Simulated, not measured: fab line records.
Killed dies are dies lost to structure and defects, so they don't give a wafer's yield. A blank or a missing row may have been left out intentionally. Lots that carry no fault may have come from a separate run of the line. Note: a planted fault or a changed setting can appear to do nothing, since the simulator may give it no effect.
The tool behind it: which one? / flow n5 finfet / 72 wafers from 24 lots sampled at 6 of the route's 1938 steps

WHAT EACH GAUGE READ, for each wafer
N5_BEOL_M1_THK_MEAS_53: measures by xrf. Usual: for M1_THK the level is 40.2 nm and the standard deviation is 1.5.
lot=L074; measured=day 6 14:34; on=film metro-02; M1_THK (nm)=39.1 41.8 41.0; flag=
lot=L075; measured=day 6 16:52; on=film metro-02; M1_THK (nm)=39.3 40.3 40.3; flag=
lot=L076; measured=day 6 20:10; on=film metro-02; M1_THK (nm)=40.0 37.2 41.6; flag=
lot=L077; measured=day 7 03:17; on=film metro-02; M1_THK (nm)=40.1 40.0 39.8; flag=
lot=L078; measured=day 7 08:46; on=film metro-02; M1_THK (nm)=38.5 37.8 38.1; flag=
lot=L079; measured=day 7 16:37; on=film metro-02; M1_THK (nm)=37.5 41.0 38.9; flag=
lot=L080; measured=day 7 18:32; on=film metro-01; M1_THK (nm)=38.8 41.2 41.4; flag=
lot=L081; measured=day 8 06:46; on=film metro-01; M1_THK (nm)=39.5 41.3 41.9; flag=
lot=L082; measured=day 8 10:18; on=film metro-02; M1_THK (nm)=40.5 43.7 41.4; flag=
lot=L083; measured=day 8 15:22; on=film metro-01; M1_THK (nm)=39.8 40.9 41.9; flag=
lot=L084; measured=day 8 22:02; on=film metro-02; M1_THK (nm)=38.7 41.6 40.2; flag=
lot=L086; measured=day 9 16:10; on=film metro-01; M1_THK (nm)=40.1 41.0 39.4; flag=
lot=L085; measured=day 9 17:10; on=film metro-01; M1_THK (nm)=39.4 40.5 41.2; flag=
lot=L087; measured=day 10 01:53; on=film metro-01; M1_THK (nm)=41.0 43.0 39.9; flag=
lot=L088; measured=day 10 05:16; on=film metro-01; M1_THK (nm)=40.7 42.1 42.1; flag=
lot=L089; measured=day 10 07:37; on=film metro-01; M1_THK (nm)=38.3 40.4 39.2; flag=
lot=L090; measured=day 10 13:02; on=film metro-01; M1_THK (nm)=36.9 39.0 41.0; flag=
lot=L091; measured=day 10 13:29; on=film metro-01; M1_THK (nm)=41.2 41.0 41.2; flag=
lot=L092; measured=day 10 18:50; on=film metro-01; M1_THK (nm)=40.5 39.7 42.5; flag=
lot=L093; measured=day 11 12:11; on=film metro-01; M1_THK (nm)=37.9 39.4 40.5; flag=
lot=L094; measured=day 11 15:14; on=film metro-01; M1_THK (nm)=40.4 38.8 40.5; flag=
lot=L095; measured=day 11 23:17; on=film metro-01; M1_THK (nm)=40.4 44.0 42.2; flag=
lot=L096; measured=day 12 02:59; on=film metro-01; M1_THK (nm)=39.3 42.0 40.2; flag=
lot=L097; measured=day 12 06:47; on=film metro-02; M1_THK (nm)=42.4 42.4 42.6; flag=

N5_BEOL_M2_CD_MEAS_18: pitch 36 nm, target cd 18 nm. Usual: cd nm at 18.1 nm, with a standard deviation of 0.34.
lot=L074; measured=day 6 17:07; on=cd sem-03; cd nm (nm)=17.6 17.5 17.8; flag=
lot=L075; measured=day 6 20:48; on=cd sem-03; cd nm (nm)=17.6 18.2 18.0; flag=
lot=L076; measured=day 6 22:09; on=cd sem-02; cd nm (nm)=18.1 18.3 18.1; flag=
lot=L077; measured=day 7 05:31; on=cd sem-03; cd nm (nm)=17.8 18.0 18.6; flag=
lot=L078; measured=day 7 11:13; on=cd sem-03; cd nm (nm)=18.0 18.1 17.9; flag=
lot=L079; measured=day 7 18:51; on=cd sem-03; cd nm (nm)=17.6 18.4 18.4; flag=
lot=L080; measured=day 7 20:17; on=cd sem-01; cd nm (nm)=18.9 18.2 17.7; flag=
lot=L081; measured=day 8 10:52; on=cd sem-03; cd nm (nm)=18.5 18.2 18.1; flag=
lot=L082; measured=day 8 12:17; on=cd sem-01; cd nm (nm)=18.4 18.0 18.0; flag=
lot=L083; measured=day 8 18:10; on=cd sem-03; cd nm (nm)=17.9 18.0 17.7; flag=
lot=L084; measured=day 9 01:25; on=cd sem-01; cd nm (nm)=17.9 18.0 18.5; flag=
lot=L086; measured=day 9 19:23; on=cd sem-03; cd nm (nm)=17.9 17.9 18.1; flag=
lot=L085; measured=day 9 19:41; on=cd sem-01; cd nm (nm)=18.2 18.3 18.1; flag=
lot=L087; measured=day 10 04:23; on=cd sem-02; cd nm (nm)=17.6 17.4 18.2; flag=
lot=L088; measured=day 10 07:47; on=cd sem-02; cd nm (nm)=18.2 18.1 18.5; flag=
lot=L089; measured=day 10 09:04; on=cd sem-03; cd nm (nm)=18.1 17.9 18.1; flag=
lot=L090; measured=day 10 15:59; on=cd sem-01; cd nm (nm)=18.0 18.7 18.4; flag=
lot=L091; measured=day 10 16:14; on=cd sem-02; cd nm (nm)=18.3 18.2 18.2; flag=
lot=L092; measured=day 10 21:56; on=cd sem-02; cd nm (nm)=17.5 17.7 17.7; flag=
lot=L093; measured=day 11 15:42; on=cd sem-03; cd nm (nm)=17.8 18.4 18.1; flag=
lot=L094; measured=day 11 19:02; on=cd sem-01; cd nm (nm)=17.2 17.5 17.7; flag=
lot=L095; measured=day 12 00:56; on=cd sem-03; cd nm (nm)=18.2 18.3 18.1; flag=
lot=L096; measured=day 12 04:37; on=cd sem-01; cd nm (nm)=18.0 18.7 18.3; flag=
lot=L097; measured=day 12 11:52; on=cd sem-02; cd nm (nm)=18.4 18.5 18.5; flag=

WHAT TOOL EACH LOT RAN ON (gives the tool, then ch and the chambers of the sampled wafers, and finally the start)
lot=L074; N5_BEOL_M1_SPUTTER_79=pvd sputter-03, day 6 12:14; N5_BEOL_M1_SPUTTER_90=pvd sputter-03, day 6 13:07; N5_BEOL_M1_ANNEAL_91=pvd sputter-03, day 6 13:11; N5_BEOL_M1_SPUTTER_92=pvd sputter-03, day 6 13:20
lot=L075; N5_BEOL_M1_SPUTTER_79=pvd sputter-03, day 6 14:32; N5_BEOL_M1_SPUTTER_90=pvd sputter-03, day 6 15:25; N5_BEOL_M1_ANNEAL_91=pvd sputter-03, day 6 15:29; N5_BEOL_M1_SPUTTER_92=pvd sputter-03, day 6 15:38
lot=L076; N5_BEOL_M1_SPUTTER_79=pvd sputter-03, day 6 17:50; N5_BEOL_M1_SPUTTER_90=pvd sputter-03, day 6 18:43; N5_BEOL_M1_ANNEAL_91=pvd sputter-03, day 6 18:47; N5_BEOL_M1_SPUTTER_92=pvd sputter-03, day 6 18:56
lot=L077; N5_BEOL_M1_SPUTTER_79=pvd sputter-03, day 7 00:56; N5_BEOL_M1_SPUTTER_90=pvd sputter-03, day 7 01:49; N5_BEOL_M1_ANNEAL_91=pvd sputter-03, day 7 01:53; N5_BEOL_M1_SPUTTER_92=pvd sputter-03, day 7 02:02
lot=L078; N5_BEOL_M1_SPUTTER_79=pvd sputter-02, day 7 06:26; N5_BEOL_M1_SPUTTER_90=pvd sputter-02, day 7 07:19; N5_BEOL_M1_ANNEAL_91=pvd sputter-02, day 7 07:24; N5_BEOL_M1_SPUTTER_92=pvd sputter-02, day 7 07:32
lot=L079; N5_BEOL_M1_SPUTTER_79=pvd sputter-03, day 7 14:17; N5_BEOL_M1_SPUTTER_90=pvd sputter-03, day 7 15:10; N5_BEOL_M1_ANNEAL_91=pvd sputter-03, day 7 15:14; N5_BEOL_M1_SPUTTER_92=pvd sputter-03, day 7 15:23
lot=L080; N5_BEOL_M1_SPUTTER_79=pvd sputter-03, day 7 16:12; N5_BEOL_M1_SPUTTER_90=pvd sputter-03, day 7 17:05; N5_BEOL_M1_ANNEAL_91=pvd sputter-03, day 7 17:10; N5_BEOL_M1_SPUTTER_92=pvd sputter-03, day 7 17:18
lot=L081; N5_BEOL_M1_SPUTTER_79=pvd sputter-02, day 8 04:17; N5_BEOL_M1_SPUTTER_90=pvd sputter-02, day 8 05:10; N5_BEOL_M1_ANNEAL_91=pvd sputter-02, day 8 05:15; N5_BEOL_M1_SPUTTER_92=pvd sputter-02, day 8 05:23
lot=L082; N5_BEOL_M1_SPUTTER_79=pvd sputter-03, day 8 07:59; N5_BEOL_M1_SPUTTER_90=pvd sputter-03, day 8 08:52; N5_BEOL_M1_ANNEAL_91=pvd sputter-03, day 8 08:56; N5_BEOL_M1_SPUTTER_92=pvd sputter-03, day 8 09:05
lot=L083; N5_BEOL_M1_SPUTTER_79=pvd sputter-03, day 8 13:02; N5_BEOL_M1_SPUTTER_90=pvd sputter-03, day 8 13:55; N5_BEOL_M1_ANNEAL_91=pvd sputter-03, day 8 14:00; N5_BEOL_M1_SPUTTER_92=pvd sputter-03, day 8 14:08
lot=L084; N5_BEOL_M1_SPUTTER_79=pvd sputter-03, day 8 19:43; N5_BEOL_M1_SPUTTER_90=pvd sputter-03, day 8 20:35; N5_BEOL_M1_ANNEAL_91=pvd sputter-03, day 8 20:40; N5_BEOL_M1_SPUTTER_92=pvd sputter-03, day 8 20:49
lot=L086; N5_BEOL_M1_SPUTTER_79=pvd sputter-02, day 9 13:50; N5_BEOL_M1_SPUTTER_90=pvd sputter-02, day 9 14:43; N5_BEOL_M1_ANNEAL_91=pvd sputter-02, day 9 14:47; N5_BEOL_M1_SPUTTER_92=pvd sputter-02, day 9 14:56
lot=L085; N5_BEOL_M1_SPUTTER_79=pvd sputter-01, day 9 14:40; N5_BEOL_M1_SPUTTER_90=pvd sputter-01, day 9 15:32; N5_BEOL_M1_ANNEAL_91=pvd sputter-01, day 9 15:37; N5_BEOL_M1_SPUTTER_92=pvd sputter-01, day 9 15:46
lot=L087; N5_BEOL_M1_SPUTTER_79=pvd sputter-02, day 9 23:34; N5_BEOL_M1_SPUTTER_90=pvd sputter-02, day 10 00:26; N5_BEOL_M1_ANNEAL_91=pvd sputter-02, day 10 00:31; N5_BEOL_M1_SPUTTER_92=pvd sputter-02, day 10 00:40
lot=L088; N5_BEOL_M1_SPUTTER_79=pvd sputter-03, day 10 02:50; N5_BEOL_M1_SPUTTER_90=pvd sputter-03, day 10 03:43; N5_BEOL_M1_ANNEAL_91=pvd sputter-03, day 10 03:48; N5_BEOL_M1_SPUTTER_92=pvd sputter-03, day 10 03:56
lot=L089; N5_BEOL_M1_SPUTTER_79=pvd sputter-03, day 10 05:17; N5_BEOL_M1_SPUTTER_90=pvd sputter-03, day 10 06:10; N5_BEOL_M1_ANNEAL_91=pvd sputter-03, day 10 06:14; N5_BEOL_M1_SPUTTER_92=pvd sputter-03, day 10 06:23
lot=L090; N5_BEOL_M1_SPUTTER_79=pvd sputter-01, day 10 10:33; N5_BEOL_M1_SPUTTER_90=pvd sputter-01, day 10 11:26; N5_BEOL_M1_ANNEAL_91=pvd sputter-01, day 10 11:31; N5_BEOL_M1_SPUTTER_92=pvd sputter-01, day 10 11:39
lot=L091; N5_BEOL_M1_SPUTTER_79=pvd sputter-02, day 10 10:53; N5_BEOL_M1_SPUTTER_90=pvd sputter-02, day 10 11:46; N5_BEOL_M1_ANNEAL_91=pvd sputter-02, day 10 11:51; N5_BEOL_M1_SPUTTER_92=pvd sputter-02, day 10 11:59
lot=L092; N5_BEOL_M1_SPUTTER_79=pvd sputter-02, day 10 16:15; N5_BEOL_M1_SPUTTER_90=pvd sputter-02, day 10 17:08; N5_BEOL_M1_ANNEAL_91=pvd sputter-02, day 10 17:13; N5_BEOL_M1_SPUTTER_92=pvd sputter-02, day 10 17:21
lot=L093; N5_BEOL_M1_SPUTTER_79=pvd sputter-01, day 11 09:52; N5_BEOL_M1_SPUTTER_90=pvd sputter-01, day 11 10:44; N5_BEOL_M1_ANNEAL_91=pvd sputter-01, day 11 10:49; N5_BEOL_M1_SPUTTER_92=pvd sputter-01, day 11 10:58
lot=L094; N5_BEOL_M1_SPUTTER_79=pvd sputter-03, day 11 12:55; N5_BEOL_M1_SPUTTER_90=pvd sputter-03, day 11 13:48; N5_BEOL_M1_ANNEAL_91=pvd sputter-03, day 11 13:53; N5_BEOL_M1_SPUTTER_92=pvd sputter-03, day 11 14:01
lot=L095; N5_BEOL_M1_SPUTTER_79=pvd sputter-02, day 11 20:58; N5_BEOL_M1_SPUTTER_90=pvd sputter-02, day 11 21:51; N5_BEOL_M1_ANNEAL_91=pvd sputter-02, day 11 21:56; N5_BEOL_M1_SPUTTER_92=pvd sputter-02, day 11 22:04
lot=L096; N5_BEOL_M1_SPUTTER_79=pvd sputter-02, day 12 00:39; N5_BEOL_M1_SPUTTER_90=pvd sputter-02, day 12 01:32; N5_BEOL_M1_ANNEAL_91=pvd sputter-02, day 12 01:37; N5_BEOL_M1_SPUTTER_92=pvd sputter-02, day 12 01:45
lot=L097; N5_BEOL_M1_SPUTTER_79=pvd sputter-03, day 12 04:28; N5_BEOL_M1_SPUTTER_90=pvd sputter-03, day 12 05:20; N5_BEOL_M1_ANNEAL_91=pvd sputter-03, day 12 05:25; N5_BEOL_M1_SPUTTER_92=pvd sputter-03, day 12 05:34
- N5_BEOL_M1_SPUTTER_79: material Cu, target thk 4.5 nm, time 8.29 s.
- N5_BEOL_M1_SPUTTER_90: material Cu, target thk 4.5 nm, time 8.29 s.
- N5_BEOL_M1_ANNEAL_91: time 240 s.
- N5_BEOL_M1_SPUTTER_92: material Cu, target thk 4.5 nm, time 8.29 s.

AS READ BY THE TOOLS THEMSELVES (means over the sampled wafers that have a number; for cases with no such wafer, the mark the record gives instead)
N5_BEOL_M1_SPUTTER_79. Usual: substrate temp c -20.00 C, standard deviation 0.11; throttle valve pct 29.7 %, standard deviation 0.96.
lot=L074; tool=pvd sputter-03; substrate temp c (C)=-20.05; throttle valve pct (%)=28.9; flag=
lot=L075; tool=pvd sputter-03; substrate temp c (C)=-20.01; throttle valve pct (%)=30.1; flag=
lot=L076; tool=pvd sputter-03; substrate temp c (C)=-19.96; throttle valve pct (%)=29.8; flag=
lot=L077; tool=pvd sputter-03; substrate temp c (C)=-20.06; throttle valve pct (%)=29.2; flag=
lot=L078; tool=pvd sputter-02; substrate temp c (C)=-20.06; throttle valve pct (%)=30.2; flag=
lot=L079; tool=pvd sputter-03; substrate temp c (C)=-20.03; throttle valve pct (%)=29.1; flag=
lot=L080; tool=pvd sputter-03; substrate temp c (C)=-20.06; throttle valve pct (%)=29.8; flag=
lot=L081; tool=pvd sputter-02; substrate temp c (C)=-19.95; throttle valve pct (%)=30.2; flag=
lot=L082; tool=pvd sputter-03; substrate temp c (C)=-19.90; throttle valve pct (%)=29.9; flag=
lot=L083; tool=pvd sputter-03; substrate temp c (C)=-19.93; throttle valve pct (%)=29.8; flag=
lot=L084; tool=pvd sputter-03; substrate temp c (C)=-19.92; throttle valve pct (%)=29.8; flag=
lot=L086; tool=pvd sputter-02; substrate temp c (C)=-20.07; throttle valve pct (%)=30.3; flag=
lot=L085; tool=pvd sputter-01; substrate temp c (C)=-20.03; throttle valve pct (%)=29.6; flag=
lot=L087; tool=pvd sputter-02; substrate temp c (C)=-19.99; throttle valve pct (%)=29.3; flag=
lot=L088; tool=pvd sputter-03; substrate temp c (C)=-19.96; throttle valve pct (%)=30.0; flag=
lot=L089; tool=pvd sputter-03; substrate temp c (C)=-20.10; throttle valve pct (%)=30.1; flag=
lot=L090; tool=pvd sputter-01; substrate temp c (C)=-20.05; throttle valve pct (%)=29.4; flag=
lot=L091; tool=pvd sputter-02; substrate temp c (C)=-20.08; throttle valve pct (%)=29.6; flag=
lot=L092; tool=pvd sputter-02; substrate temp c (C)=-19.95; throttle valve pct (%)=30.5; flag=
lot=L093; tool=pvd sputter-01; substrate temp c (C)=-19.94; throttle valve pct (%)=29.8; flag=
lot=L094; tool=pvd sputter-03; substrate temp c (C)=-20.02; throttle valve pct (%)=29.0; flag=
lot=L095; tool=pvd sputter-02; substrate temp c (C)=-20.03; throttle valve pct (%)=29.6; flag=
lot=L096; tool=pvd sputter-02; substrate temp c (C)=-20.03; throttle valve pct (%)=29.7; flag=
lot=L097; tool=pvd sputter-03; substrate temp c (C)=-20.04; throttle valve pct (%)=30.6; flag=

N5_BEOL_M1_SPUTTER_90. Usual: substrate temp c -19.99 C, standard deviation 0.1; throttle valve pct 29.7 %, standard deviation 0.95.
lot=L074; tool=pvd sputter-03; substrate temp c (C)=-19.92; throttle valve pct (%)=29.0; flag=
lot=L075; tool=pvd sputter-03; substrate temp c (C)=-20.03; throttle valve pct (%)=29.8; flag=
lot=L076; tool=pvd sputter-03; substrate temp c (C)=-20.09; throttle valve pct (%)=30.0; flag=
lot=L077; tool=pvd sputter-03; substrate temp c (C)=-20.04; throttle valve pct (%)=29.2; flag=
lot=L078; tool=pvd sputter-02; substrate temp c (C)=-19.89; throttle valve pct (%)=30.2; flag=
lot=L079; tool=pvd sputter-03; substrate temp c (C)=-19.99; throttle valve pct (%)=29.1; flag=
lot=L080; tool=pvd sputter-03; substrate temp c (C)=-20.06; throttle valve pct (%)=30.0; flag=
lot=L081; tool=pvd sputter-02; substrate temp c (C)=-19.99; throttle valve pct (%)=30.3; flag=
lot=L082; tool=pvd sputter-03; substrate temp c (C)=-20.03; throttle valve pct (%)=29.9; flag=
lot=L083; tool=pvd sputter-03; substrate temp c (C)=-19.88; throttle valve pct (%)=29.8; flag=
lot=L084; tool=pvd sputter-03; substrate temp c (C)=-20.03; throttle valve pct (%)=29.7; flag=
lot=L086; tool=pvd sputter-02; substrate temp c (C)=-19.97; throttle valve pct (%)=30.3; flag=
lot=L085; tool=pvd sputter-01; substrate temp c (C)=-19.97; throttle valve pct (%)=29.6; flag=
lot=L087; tool=pvd sputter-02; substrate temp c (C)=-20.06; throttle valve pct (%)=29.4; flag=
lot=L088; tool=pvd sputter-03; substrate temp c (C)=-20.09; throttle valve pct (%)=29.8; flag=
lot=L089; tool=pvd sputter-03; substrate temp c (C)=-19.96; throttle valve pct (%)=30.1; flag=
lot=L090; tool=pvd sputter-01; substrate temp c (C)=-20.07; throttle valve pct (%)=29.4; flag=
lot=L091; tool=pvd sputter-02; substrate temp c (C)=-19.89; throttle valve pct (%)=29.5; flag=
lot=L092; tool=pvd sputter-02; substrate temp c (C)=-20.10; throttle valve pct (%)=30.7; flag=
lot=L093; tool=pvd sputter-01; substrate temp c (C)=-19.97; throttle valve pct (%)=29.7; flag=
lot=L094; tool=pvd sputter-03; substrate temp c (C)=-20.05; throttle valve pct (%)=29.0; flag=
lot=L095; tool=pvd sputter-02; substrate temp c (C)=-20.15; throttle valve pct (%)=29.5; flag=
lot=L096; tool=pvd sputter-02; substrate temp c (C)=-19.92; throttle valve pct (%)=29.7; flag=
lot=L097; tool=pvd sputter-03; substrate temp c (C)=-19.96; throttle valve pct (%)=30.5; flag=

N5_BEOL_M1_ANNEAL_91. Usual: heater power w at 814 W, with a standard deviation of 65.
lot=L074; tool=pvd sputter-03; heater power w (W)=756; flag=
lot=L075; tool=pvd sputter-03; heater power w (W)=807; flag=
lot=L076; tool=pvd sputter-03; heater power w (W)=769; flag=
lot=L077; tool=pvd sputter-03; heater power w (W)=768; flag=
lot=L078; tool=pvd sputter-02; heater power w (W)=868; flag=
lot=L079; tool=pvd sputter-03; heater power w (W)=772; flag=
lot=L080; tool=pvd sputter-03; heater power w (W)=791; flag=
lot=L081; tool=pvd sputter-02; heater power w (W)=860; flag=
lot=L082; tool=pvd sputter-03; heater power w (W)=771; flag=
lot=L083; tool=pvd sputter-03; heater power w (W)=816; flag=
lot=L084; tool=pvd sputter-03; heater power w (W)=793; flag=
lot=L086; tool=pvd sputter-02; heater power w (W)=895; flag=
lot=L085; tool=pvd sputter-01; heater power w (W)=782; flag=
lot=L087; tool=pvd sputter-02; heater power w (W)=827; flag=
lot=L088; tool=pvd sputter-03; heater power w (W)=784; flag=
lot=L089; tool=pvd sputter-03; heater power w (W)=748; flag=
lot=L090; tool=pvd sputter-01; heater power w (W)=882; flag=
lot=L091; tool=pvd sputter-02; heater power w (W)=844; flag=
lot=L092; tool=pvd sputter-02; heater power w (W)=893; flag=
lot=L093; tool=pvd sputter-01; heater power w (W)=816; flag=
lot=L094; tool=pvd sputter-03; heater power w (W)=771; flag=
lot=L095; tool=pvd sputter-02; heater power w (W)=861; flag=
lot=L096; tool=pvd sputter-02; heater power w (W)=868; flag=
lot=L097; tool=pvd sputter-03; heater power w (W)=806; flag=

N5_BEOL_M1_SPUTTER_92. Usual: substrate temp c -19.99 C, standard deviation 0.098; throttle valve pct 29.8 %, standard deviation 0.95.
lot=L074; tool=pvd sputter-03; substrate temp c (C)=-19.99; throttle valve pct (%)=29.1; flag=
lot=L075; tool=pvd sputter-03; substrate temp c (C)=-19.91; throttle valve pct (%)=29.8; flag=
lot=L076; tool=pvd sputter-03; substrate temp c (C)=-19.94; throttle valve pct (%)=29.8; flag=
lot=L077; tool=pvd sputter-03; substrate temp c (C)=-19.99; throttle valve pct (%)=29.1; flag=
lot=L078; tool=pvd sputter-02; substrate temp c (C)=-20.10; throttle valve pct (%)=30.2; flag=
lot=L079; tool=pvd sputter-03; substrate temp c (C)=-19.97; throttle valve pct (%)=29.0; flag=
lot=L080; tool=pvd sputter-03; substrate temp c (C)=-19.96; throttle valve pct (%)=30.0; flag=
lot=L081; tool=pvd sputter-02; substrate temp c (C)=-20.03; throttle valve pct (%)=30.3; flag=
lot=L082; tool=pvd sputter-03; substrate temp c (C)=-19.94; throttle valve pct (%)=29.9; flag=
lot=L083; tool=pvd sputter-03; substrate temp c (C)=-19.95; throttle valve pct (%)=30.0; flag=
lot=L084; tool=pvd sputter-03; substrate temp c (C)=-20.01; throttle valve pct (%)=29.9; flag=
lot=L086; tool=pvd sputter-02; substrate temp c (C)=-19.97; throttle valve pct (%)=30.5; flag=
lot=L085; tool=pvd sputter-01; substrate temp c (C)=-19.98; throttle valve pct (%)=29.5; flag=
lot=L087; tool=pvd sputter-02; substrate temp c (C)=-19.93; throttle valve pct (%)=29.4; flag=
lot=L088; tool=pvd sputter-03; substrate temp c (C)=-20.10; throttle valve pct (%)=30.1; flag=
lot=L089; tool=pvd sputter-03; substrate temp c (C)=-20.01; throttle valve pct (%)=29.9; flag=
lot=L090; tool=pvd sputter-01; substrate temp c (C)=-19.92; throttle valve pct (%)=29.2; flag=
lot=L091; tool=pvd sputter-02; substrate temp c (C)=-19.88; throttle valve pct (%)=29.7; flag=
lot=L092; tool=pvd sputter-02; substrate temp c (C)=-20.00; throttle valve pct (%)=30.7; flag=
lot=L093; tool=pvd sputter-01; substrate temp c (C)=-19.96; throttle valve pct (%)=29.7; flag=
lot=L094; tool=pvd sputter-03; substrate temp c (C)=-19.98; throttle valve pct (%)=29.0; flag=
lot=L095; tool=pvd sputter-02; substrate temp c (C)=-20.03; throttle valve pct (%)=29.6; flag=
lot=L096; tool=pvd sputter-02; substrate temp c (C)=-20.02; throttle valve pct (%)=29.7; flag=
lot=L097; tool=pvd sputter-03; substrate temp c (C)=-19.99; throttle valve pct (%)=30.7; flag=

THE ANSWER, worked out from the rows above alone
Rule: take the mean of a lot's wafers that have a number; if it is more than 3 standard deviations from the usual mean, the lot is off. Also off: a lot with no number at a reading for which 4 or more lots have one. Any other lot the step has rows for is counted as sound. After the gauges, taken in route order, come the tools' own readings; for these a lot's mean is taken, as printed above. The first step at which some lot is off is used, and at that step the reading that is off furthest; a lot without a number counts as furthest.
Across all readings shown, no lot is off: no conclusion can be drawn from this.

WHAT WAS PUT IN BY THE SIMULATOR
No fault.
